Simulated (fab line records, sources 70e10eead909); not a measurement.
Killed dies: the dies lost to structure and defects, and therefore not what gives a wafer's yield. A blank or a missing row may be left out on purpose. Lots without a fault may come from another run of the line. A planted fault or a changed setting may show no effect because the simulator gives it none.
fab line records | flow nandHarc
record: lots: 5 wafers: 15 lastDay: 25
route steps=1159 shown A_SLIT@782 END@1159
lots that met no fault: from a run of the same line without faults
startH: the number of hours between the record's first day and the start of the first shown wafer of the lot | waitH: hours since the lot's step before | " as in the row above | L1.1+2: a row that stands for several wafers | - either no value or no given start | * or withheld: withheld | < > ~ a bound
route shown NAME@n: a module of which the file shows steps, and the number in the route of the first | usual: the fault-free wafers' mean and standard deviation | same: alike in all rows | chamber/n: place in a boat | sites: the reading at each site | _std_site: the standard deviation of these | _edge_site: the outer-site mean with the inner-site mean subtracted | radiusMm: how far each site lies from the wafer's centre | mask NAME#n: copy n | behind: the tool/chamber that last shaped the wafer | hold: what put the lot on hold/how long, in hours/how the hold closed | device: which transistor (n, p or np) failed to switch | end of line: tests of these same wafers at the route's end | a step with no rows: only its recipe | killed: not the wafer's yield, but the dies lost to structure and defects at the first sort | map: a wafer's dies, x killed, . not, _ none there
set.NAME: the setting the step ran with; set.NAME@STEP: the setting that earlier step ran with | model.NAME: the simulator's own value behind a step, which no gauge read
lots at selected steps of the route; one table per step, one row per wafer
services: a tool's chamber out of use, with start hour (startH, from the record's first day; less than 0 if before it), hours out, and reason
== steps ==
step: NHARC_A_SLIT_DEHYDRATE_01
recipe: tempC: 150 timeS: 120
step: NHARC_A_SLIT_HMDS_02
recipe: timeS: 30
step: NHARC_A_SLIT_COAT_03
recipe: spinRpm: 1500 resistThkNm: 90
step: NHARC_A_SLIT_SOFTBAKE_04
recipe: tempC: 105 timeS: 55
step: NHARC_A_SLIT_EBR_05
step: NHARC_A_SLIT_EXPOSE_06
recipe: na: 1.35 doseMj: 60.82 maskId: SLIT
step: NHARC_A_SLIT_PEB_07
recipe: pebTempC: 100 pebTimeS: 65
step: NHARC_A_SLIT_DEVELOP_08
recipe: developTimeS: 35 devTempC: 23
step: NHARC_A_SLIT_CD_MEAS_09
recipe: targetCdNm: 300 landingEnergyEv: 500
usual: cdNm: 300.0/0.6
columns lot.wafer tool chamber startH waitH cdNm
L334.2 cdSem-02 0 335.77 - 299.9
L334.3 " 0 " " 299.9
L334.6 " 0 " " 300.0
L339.2 cdSem-01 0 374.34 - 300.4
L339.5 " 0 " " 300.6
L339.6 " 0 " " 301.0
L342.1 cdSem-03 0 392.23 - 299.9
L342.3 " 0 " " 300.1
L342.6 " 0 " " 299.5
L352.3 cdSem-03 0 457.94 - 299.7
L352.4 " 0 " " 300.0
L352.5 " 0 " " 299.7
L351.1 cdSem-01 0 469.13 - 300.6
L351.3 " 0 " " 300.4
L351.6 " 0 " " 300.8
step: NHARC_A_SLIT_OVL_MEAS_10
usual: overlayXNm: -0.1/0.78 overlayYNm: 0.1/0.83
columns lot.wafer tool chamber startH waitH overlayXNm overlayYNm
L334.2 overlay-01 - 335.85 - 0.2 0.3
L334.3 " - " " 0.4 -0.2
L334.6 " - " " 0.3 0.1
L339.2 overlay-02 - 374.42 - 1.2 0.5
L339.5 " - " " 0.9 0.4
L339.6 " - " " 0.6 -0.3
L342.1 overlay-02 - 392.32 - 0.2 -0.5
L342.3 " - " " -0.3 0.2
L342.6 " - " " 0.1 0.0
L352.3 overlay-02 - 458.02 - -0.1 -0.2
L352.4 " - " " 0.0 -0.5
L352.5 " - " " 0.2 0.2
L351.1 overlay-01 - 469.22 - -1.2 -0.9
L351.3 " - " " -1.4 -0.6
L351.6 " - " " -1.2 -0.5
step: NHARC_A_SLIT_INSPECT_11
usual: rawDefectCount: 21/9.6
columns lot.wafer tool chamber startH waitH rawDefectCount
L334.2 defectInspect-01 - 335.89 0.0 9
L334.3 " - " " 14
L334.6 " - " " 17
L339.2 defectInspect-02 - 374.46 0.0 12
L339.5 " - " " 18
L339.6 " - " " 16
L342.1 defectInspect-02 - 392.35 0.0 11
L342.3 " - " " 12
L342.6 " - " " 18
L352.3 defectInspect-02 - 458.06 0.0 14
L352.4 " - " " 14
L352.5 " - " " 11
L351.1 defectInspect-02 - 469.26 0.0 6
L351.3 " - " " 16
L351.6 " - " " 10
step: NHARC_A_SLIT_DESCUM_14
recipe: timeS: 3 o2FlowSccm: 200 arFlowSccm: 0 biasPowerW: 0 chemistry: O2
usual: drypumpMotorCurrentA: 5.4/0.35 oesProductAu: 1.001/0.0089 rfVppV: 57.8/0.96 showerheadPlenumPTorr: 1.91/0.082 throttleValvePct: 11.311/0.0088
columns lot.wafer tool chamber startH waitH drypumpMotorCurrentA oesProductAu rfHoursCounterH rfVppV showerheadPlenumPTorr throttleValvePct
L334.2 rieDiel-01 3 335.95 0.1 5.2 1.008 0.4 57.0 1.79 11.283
L334.3 " 2 " " 5.7 1.014 0.4 57.8 1.91 11.298
L334.6 " 3 " " 5.3 1.000 - 57.8 1.79 11.304
L339.2 rieDiel-13 0 374.53 0.1 5.2 1.004 6.6 57.6 2.05 11.300
L339.6 " 3 " " 5.6 1.007 - 58.4 1.92 11.294
L339.5 " 0 " " 5.2 1.002 - 59.5 2.05 11.307
L342.1 rieDiel-11 0 392.42 0.1 5.4 1.003 1.7 56.8 1.81 11.331
L342.3 " 1 " " 4.8 0.992 1.5 58.9 2.03 11.301
L342.6 " 3 " " 5.4 1.006 - 57.2 1.86 11.303
L352.3 rieDiel-11 2 458.13 0.1 5.9 1.012 6.7 57.0 1.97 11.312
L352.4 " 0 " " 5.5 1.009 7.8 58.5 1.81 11.309
L352.5 " 1 " " 4.8 0.974 - 59.1 2.03 11.310
L351.1 rieDiel-13 2 469.32 0.1 5.2 1.001 0.6 58.2 1.81 11.308
L351.3 " 1 " " 5.9 1.003 0.6 57.7 1.92 11.311
L351.6 " 2 " " 5.2 0.996 - 57.6 1.81 11.331
step: NHARC_A_SLIT_ETCH_24
recipe: targetDepthA: 1210 timeS: 60.5 cf4FlowSccm: 100 chf3FlowSccm: 30 arFlowSccm: 0 rfW: 500 biasW: 200 chemistry: CF4/CHF3
usual: drypumpMotorCurrentA: 5.4/0.37 oesProductAu: 0.965/0.016 rfVppV: 370.6/2.5 runLengthS: 81.9/0.35 showerheadPlenumPTorr: 1.58/0.063 throttleValvePct: 16.802/0.0083
columns lot.wafer tool chamber startH waitH drypumpMotorCurrentA oesProductAu rfHoursCounterH rfVppV runLengthS showerheadPlenumPTorr throttleValvePct
L334.3 rieDiel-01 2 336.04 0.1 5.7 0.984 0.4 369.6 81.7 1.57 16.807
L334.2 " 3 " " 5.3 0.964 0.4 365.4 81.7 1.48 16.803
L334.6 " 3 " " 5.3 0.961 - 367.9 81.7 1.48 16.801
L339.2 rieDiel-13 1 374.62 0.1 5.9 0.978 7.0 370.4 82.1 1.58 16.794
L339.5 " 2 " " 5.2 0.954 - 368.5 81.8 1.50 16.804
L339.6 " 3 " " 5.6 0.980 - 370.6 82.1 1.58 16.798
L342.1 rieDiel-11 0 392.50 0.1 5.4 0.959 1.7 366.8 82.6 1.49 16.810
L342.3 " 2 " " 5.9 0.980 1.5 371.8 82.5 1.62 16.810
L342.6 " 1 " " 4.8 0.957 - 373.6 81.6 1.66 16.820
L352.3 rieDiel-11 3 458.21 0.1 5.4 0.983 7.3 368.2 82.1 1.53 16.797
L352.4 " 0 " " 5.4 0.979 7.8 367.9 82.4 1.49 16.788
L352.5 " 3 " " 5.4 0.982 - 369.0 82.0 1.53 16.802
L351.1 rieDiel-13 1 469.42 0.1 5.9 0.960 0.6 370.4 68.8 1.58 16.797
L351.3 " 3 " " 5.6 0.967 0.4 370.0 81.8 1.58 16.799
L351.6 " 3 " " 5.6 0.976 - 370.8 81.8 1.58 16.798
step: NHARC_A_SLIT_ETCH_15
recipe: targetDepthA: 32000 overEtchFrac: 0.3 timeS: 832 ionEnergyEv: 150 o2FlowSccm: 400 cosFlowSccm: 20 arFlowSccm: 0 rfW: 500 biasW: 300 chemistry: O2/COS
usual: drypumpMotorCurrentA: 5.4/0.39 oesProductAu: 0.999/0.0098 rfVppV: 314.0/1.8 runLengthS: 853.3/0.36 showerheadPlenumPTorr: 3.12/0.12 throttleValvePct: 28.330/0.0089
columns lot.wafer tool chamber startH waitH drypumpMotorCurrentA oesProductAu rfHoursCounterH rfVppV runLengthS showerheadPlenumPTorr throttleValvePct
L334.3 rieDiel-01 0 - - 5.0 1.003 0.5 315.8 853.0 3.15 28.335
L334.2 " 1 " " 4.8 0.999 0.4 313.5 853.6 3.11 28.325
L334.6 " 1 " " 4.8 0.998 - 314.8 853.3 3.11 28.332
L339.2 rieDiel-13 1 - - 5.9 0.997 7.1 314.2 853.1 3.14 28.331
L339.6 " 1 " " 6.0 0.995 - 313.0 853.1 3.14 28.328
L339.5 " 2 " " 5.2 0.972 - 312.6 853.1 2.97 28.313
L342.1 rieDiel-11 0 - - 5.5 0.997 1.8 312.2 853.8 2.96 28.326
L342.3 " 2 " " 5.9 1.013 1.7 315.8 854.0 3.22 28.324
L342.6 " 0 " " 5.5 1.002 - 312.6 853.9 2.96 28.320
L352.4 rieDiel-11 3 - - 5.4 0.995 7.5 312.3 854.0 3.04 28.333
L352.3 " 1 " " 4.7 0.976 8.2 317.2 853.0 3.30 28.319
L352.5 " 3 " " 5.4 1.015 - 313.6 853.4 3.04 28.318
L351.1 rieDiel-13 3 - - 5.6 1.012 0.5 313.7 853.7 3.13 28.327
L351.3 " 2 " " 5.2 0.993 0.8 313.3 853.0 2.97 28.316
L351.6 " 1 " " 6.0 1.008 - 313.2 853.5 3.13 28.329
step: NHARC_END_SORT_01
recipe: tempC: 25
usual: killedAtArray: 28/11 killedAtOther: 0.7/1.1 killedAtPeriphery: 2.9/2 killedDies: 32/11 killedOpen: 3.2/1.8 killedShort: 2.0/1.4
same: grossDies: 677
columns lot.wafer tool chamber startH waitH hold killedAtArray killedAtOther killedAtPeriphery killedDies killedOpen killedShort
L334.2 prober-02 0 459.68 2.8 - 24 0 2 26 2 5
L334.3 prober-02 0 460.49 3.1 - 23 1 6 30 4 4
L334.6 prober-02 0 462.91 4.0 - 26 0 2 28 2 4
L339.2 prober-01 0 493.25 2.8 - 24 0 4 28 4 2
L339.5 prober-01 0 495.65 3.7 - 16 1 4 21 4 1
L339.6 prober-01 0 496.45 4.0 - 29 0 2 31 2 3
L342.1 prober-01 0 508.08 2.5 - 29 0 2 31 8 2
L342.3 prober-01 0 509.67 3.1 - 33 1 3 37 4 1
L342.6 prober-01 0 512.05 4.0 - 34 0 4 38 5 2
L352.3 prober-02 0 571.45 3.1 - 20 0 3 23 1 4
L352.4 prober-02 0 572.25 3.4 - 17 1 4 22 6 1
L352.5 prober-02 0 573.05 3.7 - 18 0 4 22 5 2
L351.1 prober-02 0 594.91 2.5 awaitDispo/4.7h/release 427 1 9 437 4 2
L351.3 prober-02 0 596.51 3.1 awaitDispo/4.7h/release 38 1 5 44 4 3
L351.6 prober-02 0 598.91 4.0 awaitDispo/4.7h/release 21 1 4 26 2 2
killed by level:class
L334.2 A_SLIT:chamberFilmFlake=8 A_CHANNEL_HOLE_D1:chamberFilmFlake=5 A_CHANNEL_FILL_D1:chamberFilmFlake=2 P_CONTACT:geometricParticle:short=1 A_ONON_D1:geometricParticle:open=1 A_CHANNEL_FILL_D1:geometricParticle:open=1 A_CHANNEL_FILL_D1:geometricParticle:short=1 A_SGD_CUT:geometricParticle:short=1
L334.3 A_CHANNEL_HOLE_D1:chamberFilmFlake=7 A_SLIT:chamberFilmFlake=7 A_ONON_D1:geometricParticle:short=2 A_M0:geometricParticle:open=2 P_ZERO_WELL:chamberFilmFlake=2 P_STI:chamberFilmFlake=2 A_STAIRCASE:chamberFilmFlake=2 P_M1:geometricParticle:short=1
L334.6 A_CHANNEL_HOLE_D1:chamberFilmFlake=10 A_SLIT:chamberFilmFlake=6 A_CONTACT:geometricParticle:open=2 A_BLC:chamberFilmFlake=2 A_SGD_CUT:geometricParticle:short=1 A_WL_FILL:geometricParticle:short=1 A_CONTACT:geometricParticle:short=1 A_BLC:geometricParticle:short=1
L339.2 A_SLIT:chamberFilmFlake=8 A_CHANNEL_HOLE_D1:chamberFilmFlake=6 P_ZERO_WELL:chamberFilmFlake=3 A_CHANNEL_FILL_D1:chamberFilmFlake=2 A_WL_FILL:chamberFilmFlake=2 P_M0:geometricParticle:short=1 A_CHANNEL_FILL_D1:geometricParticle:short=1 A_CHANNEL_FILL_D1:geometricParticle:open=1
L339.5 A_SLIT:chamberFilmFlake=8 A_STAIRCASE:chamberFilmFlake=3 A_CONTACT:geometricParticle:open=2 P_ZERO_WELL:chamberFilmFlake=2 P_STI:geometricParticle:open=1 A_CONTACT:geometricParticle:short=1 STARTING-WAFER:geometricParticle:open=1 P_GATE:chamberFilmFlake=1
L339.6 A_SLIT:chamberFilmFlake=14 A_STAIRCASE:chamberFilmFlake=4 A_CHANNEL_HOLE_D1:chamberFilmFlake=4 P_M0:geometricParticle:short=1 A_CHANNEL_FILL_D1:geometricParticle:open=1 A_STAIRCASE:geometricParticle:short=1 A_WL_FILL:geometricParticle:short=1 A_CONTACT:geometricParticle:open=1
L342.1 A_SLIT:chamberFilmFlake=9 A_CHANNEL_HOLE_D1:chamberFilmFlake=5 A_ONON_D1:geometricParticle:open=4 A_CONTACT:chamberFilmFlake=3 A_ONON_D1:geometricParticle:short=2 A_CONTACT:geometricParticle:open=2 A_STAIRCASE:chamberFilmFlake=2 P_GATE:geometricParticle:open=1
L342.3 A_SLIT:chamberFilmFlake=15 A_CONTACT:chamberFilmFlake=4 A_STAIRCASE:chamberFilmFlake=3 A_CHANNEL_HOLE_D1:chamberFilmFlake=2 A_CONTACT:geometricParticle:open=2 A_WL_FILL:chamberFilmFlake=2 A_M1:chamberFilmFlake=2 P_M1:geometricParticle:open=1
L342.6 A_SLIT:chamberFilmFlake=13 A_CHANNEL_HOLE_D1:chamberFilmFlake=6 A_CONTACT:chamberFilmFlake=6 A_STAIRCASE:chamberFilmFlake=3 P_M0:geometricParticle:open=1 P_M1:geometricParticle:short=1 A_ONON_D1:geometricParticle:open=1 A_SGD_CUT:geometricParticle:open=1
L352.3 A_CHANNEL_HOLE_D1:chamberFilmFlake=7 A_CONTACT:chamberFilmFlake=6 A_ONON_D1:geometricParticle:short=2 A_STAIRCASE:chamberFilmFlake=2 P_CONTACT:geometricParticle:short=1 A_WL_FILL:geometricParticle:short=1 A_M0:geometricParticle:open=1 P_ZERO_WELL:chamberFilmFlake=1
L352.4 A_CHANNEL_HOLE_D1:chamberFilmFlake=6 A_WL_FILL:chamberFilmFlake=3 A_CONTACT:geometricParticle:open=2 P_GATE:chamberFilmFlake=2 A_CONTACT:chamberFilmFlake=2 P_M0:geometricParticle:open=1 A_CHANNEL_HOLE_D1:geometricParticle:open=1 A_CHANNEL_HOLE_D1:geometricParticle:short=1
L352.5 A_CHANNEL_HOLE_D1:chamberFilmFlake=5 A_STAIRCASE:chamberFilmFlake=3 A_CONTACT:chamberFilmFlake=3 P_ZERO_WELL:chamberFilmFlake=2 P_GATE:chamberFilmFlake=2 A_SOURCE_PLATE:geometricParticle:short=1 A_SOURCE_PLATE:geometricParticle:open=1 A_ONON_D1:geometricParticle:open=1
L351.1 A_SLIT:areaEtch=404 A_SLIT:chamberFilmFlake=17 P_M2:chamberFilmFlake=4 P_M1:geometricParticle:open=2 A_CHANNEL_FILL_D1:chamberFilmFlake=2 P_M0:geometricParticle:open=1 A_STAIRCASE:geometricParticle:short=1 A_WL_FILL:geometricParticle:short=1
L351.3 A_SLIT:chamberFilmFlake=23 A_CHANNEL_HOLE_D1:chamberFilmFlake=5 A_CONTACT:geometricParticle:open=2 P_M2:chamberFilmFlake=2 A_CHANNEL_HOLE_D1:unspecified=2 P_M0:geometricParticle:open=1 P_M2:geometricParticle:short=1 P_M2:geometricParticle:open=1
L351.6 A_SLIT:chamberFilmFlake=14 A_CHANNEL_FILL_D1:chamberFilmFlake=2 A_STAIRCASE:chamberFilmFlake=2 P_GATE:geometricParticle:open=1 A_CHANNEL_FILL_D1:geometricParticle:short=1 A_M0:geometricParticle:open=1 P_ZERO_WELL:chamberFilmFlake=1 P_STI:chamberFilmFlake=1
map L351.1 (x killed, . not)
____________.____________
_________x...x.._________
_______x......x..._______
______.xx..x..x.x..______
_____x.x.xx.x.xx.x.x_____
____..x.x..xx..x.x.x.____
____..x..xx..x..x..xx____
___..x.x.xxxxx.x....xx___
___...xx...xx.x.xx.xxx___
__x.xxxxxxxxxx.xxxxxxx.__
__.x..xx.xxxxxxx.xx....__
_.xxx.xxxx..xxxx..xxxx.._
_.xxxxxx.xxxxxxxx.x..xx._
_x..xxxxxxxx.xxxxxx..xxx_
_.xx.xx.xxx.xxxxx...xx.x_
_..xxxxxxx.xxxxxx.xx..x._
xx.xxxxxx.x.xxxxxxx..xxx.
...x.x.xxxxxxxxxxxxxx.x..
xx.xx.xxxxxx..xxxxxxx.xx.
.xxxx.xxx.xx.xx.x.xx.x...
..xx.xxx..xxxxxxxxx..x.xx
_.x.xxxx.xxxxxxxx.x.xx.x_
_xxxxx.xxxxxxxxxxx...xxx_
_x.xxxxxxxxx.xxxxxx..x.._
_xx.x.x.xxxx.xxxxxx.x.xx_
_xx..x...xxxxxxxxxx.x..x_
__x...xx.x.xxxxxxx.xxxx__
__xxxxxxxxxx.x.x.xx.x..__
___xxxxx.xxxx.xxxx.xx.___
___xx.xxx.xxx.xxxx.x..___
____....xx.xx.xx.x.xx____
____....xxxxxx.x.xxx.____
_____xx.xx.x..xx...._____
______xxxxxx.xxxxx.______
_______xxx...xx..._______
_________...x..._________
____________x____________
map L339.6 (x killed, . not)
____________.____________
_________......._________
_______.........x._______
______.............______
_____..............._____
____...........x.....____
____.................____
___...................___
___...................___
__..................x..__
__.................x..x__
_......................._
_.............x...x....._
_......................._
_......................._
_......................._
.........................
...........x.............
x........................
.................x.......
....x....................
_......................._
_...x.x.x.......x......._
_......................._
_......................._
_......................._
__.....................__
__.....................__
___....x.......x.x.xx.___
___..............x..x.___
____.............x.xx____
____.............xxxx____
_____.............x._____
______............x______
_______..........._______
_________......._________
____________.____________
== services ==
columns tool chamber startH hours kind
rieDiel-01 - 314.83 9.0 pm
rieDiel-11 0 321.00 - clean
rieDiel-11 1 321.00 - clean
rieDiel-11 2 321.00 - clean
rieDiel-11 3 321.00 - clean
rieDiel-13 0 334.23 - clean
rieDiel-13 1 334.23 - clean
rieDiel-13 2 334.23 - clean
rieDiel-13 3 334.23 - clean
rieDiel-11 3 337.69 2.8 repair
rieDiel-11 3 344.24 1.4 repair
rieDiel-11 0 345.50 - clean
rieDiel-11 1 345.50 - clean
rieDiel-11 2 345.50 - clean
rieDiel-13 0 358.73 - clean
rieDiel-13 1 358.73 - clean
rieDiel-13 2 358.73 - clean
rieDiel-13 3 358.73 - clean
rieDiel-11 - 366.50 9.0 pm
rieDiel-11 2 399.75 4.5 repair
rieDiel-01 1 433.01 8.9 repair
rieDiel-01 2 436.82 6.7 repair
rieDiel-13 - 453.23 9.0 pm
rieDiel-13 0 468.60 24.4 repair
== key ==
firstSign: step: NHARC_A_SLIT_ETCH_24 reading: runLengthS direction: down sigmas: 37 usual: * struck: *
effect: step: NHARC_END_SORT_01 reading: killedAtArray direction: up sigmas: 36 usual: 28 struck: 427
moreKillsBornAt: NHARC_A_SLIT_ETCH_24@rieDiel-13: 404
metAt NHARC_A_SLIT_ETCH_24
struckWafers L351.1
laterRowsLeftOut L351.1
testerLeftOut L351
onsetBetween 374.62 469.42
fault: kind: processParameterDrift tool: rieDiel-13 chamber: 1 onsetH: 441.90 steps: NHARC_A_SLIT_ETCH_24 channel: timeS offset: * shape: step endH: 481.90 actsIn: * stated: *
testerLeftOut: of these lots the tester's yield and bins aren't shown, on N5 and GAA mostly nor the transistor test; their killed dies are dies lost to structure and defects alone, not to doping, threshold or leakage, so they don't give the yield
laterRowsLeftOut: the simulator's readings of these wafers behind a module that went badly wrong aren't trusted and aren't shown, but for the sort
